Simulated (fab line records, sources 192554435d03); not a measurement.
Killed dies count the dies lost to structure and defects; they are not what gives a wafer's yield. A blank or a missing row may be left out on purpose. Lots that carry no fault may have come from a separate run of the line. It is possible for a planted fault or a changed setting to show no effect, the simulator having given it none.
Chamber matching -- flow n5Finfet -- N5_DUMMY_GATE_TRIM_49 on rieSi-05: 4 sister chambers
The step chemistry O2, time 29 s, target cd 14 nm. 4 wafers are shown with their chamber, then 10 later ones without.

## WAFERS WITH THEIR CHAMBER
wafer,chamber,drypumpMotorCurrentA (A)
L084.1,0,6.0
L087.4,1,5.8
L090.1,3,6.1
L090.2,2,4.9

## WAFERS WHOSE CHAMBER IS MISSING
wafer,drypumpMotorCurrentA (A)
L090.3,5.7
L093.3,5.7
L093.4,5.7
L093.6,6.1
L094.1,4.8
L094.4,4.9
L094.6,5.8
L095.2,6.0
L095.3,5.7
L095.6,6.0

## WHICH CHAMBER EACH WENT THROUGH
wafer,from the rows above,in truth
L090.3,1,1
L093.3,1,1
L093.4,1,1
L093.6,can't be placed: 3 or 0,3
L094.1,2,2
L094.4,2,2
L094.6,1,1
L095.2,can't be placed: 0 or 3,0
L095.3,1,1
L095.6,can't be placed: 0 or 3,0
Correctly placed: 7 of 10. From these rows, 3 cannot be placed; in 3 the true chamber is one of the candidates. Number placed wrongly: 0.
How it was worked out, from the rows above alone: a wafer's distance from a chamber is the root of the sum, over the readings, of the square of ((its reading less the chamber's mean) divided by the reading's scatter). If the next closest chamber is less than 2 further off than the closest, the wafer can't be placed; otherwise it belongs to the closest. A chamber's mean is the mean of its shown wafers. The scatter: with one shown wafer a chamber, the root of the mean of the squares of how far each hidden wafer lies from its nearest shown one.
